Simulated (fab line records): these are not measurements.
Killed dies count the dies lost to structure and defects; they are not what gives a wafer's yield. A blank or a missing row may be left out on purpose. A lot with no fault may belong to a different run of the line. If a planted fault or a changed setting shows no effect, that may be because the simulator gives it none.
Check for tools in common -- flow nand harc -- 43 wafers sampled across 13 lots

## WHY IT WAS OPENED
At NHARC_A_CHANNEL_HOLE_D2_INSPECT_12 the reading raw defect count is flagged on 3 of 13 lots. No-fault wafers: 35, standard deviation 24.
Rule: a lot is flagged when every wafer of it that has a number lies more than 4 standard deviations from that mean, or none has a number. The other lots count as sound.

lot,measured,on,"raw defect count, wafer by wafer",flag
L827,day 13 19:44,defect inspect-02,59 57 77,
L828,day 13 23:44,defect inspect-01,10 12 22,
L829,day 14 19:11,defect inspect-02,48 61 65,
L831,day 14 19:37,defect inspect-01,69 51 62,
L832,day 16 16:11,defect inspect-02,1310,FLAGGED
L834,day 16 17:54,defect inspect-02,1275 1292 1275 1290 1287 1283,FLAGGED
L835,day 17 00:46,defect inspect-02,1236 1317 1234 1237 1320 1229,FLAGGED
L842,day 19 21:03,defect inspect-01,12 12 12,
L845,day 21 05:20,defect inspect-02,24 18 19,
L846,day 21 17:10,defect inspect-02,18 15 15,
L847,day 21 17:19,defect inspect-01,29 19 19,
L848,day 22 13:20,defect inspect-02,22 23 22,
L849,day 23 00:49,defect inspect-02,3 3 3,
The mean of the flagged lots' numbers is 1276, +1241 from the usual (+52 standard deviations).

## EACH LOT AND THE TOOL IT RAN ON
Before the reading, the record contains 2 process steps out of a 1302-step route. In each cell: the tool, then ch and the chambers that the sampled wafers went through, then the start.
lot,flag,NHARC_A_ONON_D2_DEP_33,NHARC_A_CHANNEL_HOLE_D2_DEP_00
L827,,"pecvd-03 ch 0,1, day 13 13:52","acl dep-01 ch 0, day 13 17:20"
L828,,"pecvd-03 ch 0,2, day 13 20:23","acl dep-02 ch 0, day 13 20:57"
L829,,"pecvd-01 ch 0,2, day 14 13:19","acl dep-01 ch 0, day 14 17:10"
L831,,"pecvd-02 ch 1,2, day 14 13:16","acl dep-02 ch 0, day 14 16:51"
L832,FLAGGED,"pecvd-01 ch 2, day 16 12:25","acl dep-02 ch 0, day 16 14:25"
L834,FLAGGED,"pecvd-02 ch 0,1, day 16 13:38","acl dep-02 ch 0, day 16 15:28"
L835,FLAGGED,"pecvd-02 ch 0,2, day 16 17:43","acl dep-02 ch 0, day 16 21:59"
L842,,"pecvd-03 ch 0,1,2, day 19 17:49","acl dep-01 ch 0, day 19 18:55"
L845,,"pecvd-03 ch 1,2, day 20 21:24","acl dep-01 ch 0, day 21 02:41"
L846,,"pecvd-03 ch 1,2, day 21 13:52","acl dep-01 ch 0, day 21 14:24"
L847,,"pecvd-02 ch 0,1, day 21 13:54","acl dep-02 ch 0, day 21 14:43"
L848,,"pecvd-03 ch 0,1,2, day 22 10:11","acl dep-02 ch 0, day 22 11:32"
L849,,"pecvd-01 ch 0,2, day 22 19:39","acl dep-03 ch 0, day 22 22:02"
These steps, and what they do:
- NHARC_A_ONON_D2_DEP_33: deposits SiO2, target thk 200 nm.
- NHARC_A_CHANNEL_HOLE_D2_DEP_00: deposits aC, target thk 3100 nm.
- NHARC_A_CHANNEL_HOLE_D2_INSPECT_12

## FLAGGED AGAINST TOTAL, ONE TOOL AT A TIME (gauges that did the reading follow at the end)
step,tool,lots run,flagged,share of the flagged lots,sound lots run after its first flagged lot
NHARC_A_ONON_D2_DEP_33,pecvd-01,3,1,some,1 (L849)
NHARC_A_ONON_D2_DEP_33,pecvd-02,4,2,some,1 (L847)
NHARC_A_ONON_D2_DEP_33,pecvd-03,6,0,none,-
NHARC_A_CHANNEL_HOLE_D2_DEP_00,acl dep-01,5,0,none,-
NHARC_A_CHANNEL_HOLE_D2_DEP_00,acl dep-02,7,3,all,"2 (L847,L848)"
NHARC_A_CHANNEL_HOLE_D2_DEP_00,acl dep-03,1,0,none,-
NHARC_A_CHANNEL_HOLE_D2_INSPECT_12,defect inspect-01,4,0,none,-
NHARC_A_CHANNEL_HOLE_D2_INSPECT_12,defect inspect-02,9,3,all,"4 (L845,L846,L848,L849)"

## WHAT THE TABLE PERMITS
2 rows of the table ran every flagged lot: acl dep-02 at NHARC_A_CHANNEL_HOLE_D2_DEP_00, defect inspect-02 at NHARC_A_CHANNEL_HOLE_D2_INSPECT_12.
- acl dep-02 at NHARC_A_CHANNEL_HOLE_D2_DEP_00 ran 7 lots, 3 of them flagged. After the first flagged lot (L847, L848), sound lots still ran on it; a lasting fault on the whole tool would not permit that.
- defect inspect-02 at NHARC_A_CHANNEL_HOLE_D2_INSPECT_12 ran 9 lots, 3 of them flagged. After the first flagged lot (L845, L846, L848, L849), sound lots still ran on it; a lasting fault on the whole tool would not permit that.
None of the table's rows ran every flagged lot and, after the first, no sound lot.

## WHAT HAD BEEN PUT IN BY THE SIMULATOR
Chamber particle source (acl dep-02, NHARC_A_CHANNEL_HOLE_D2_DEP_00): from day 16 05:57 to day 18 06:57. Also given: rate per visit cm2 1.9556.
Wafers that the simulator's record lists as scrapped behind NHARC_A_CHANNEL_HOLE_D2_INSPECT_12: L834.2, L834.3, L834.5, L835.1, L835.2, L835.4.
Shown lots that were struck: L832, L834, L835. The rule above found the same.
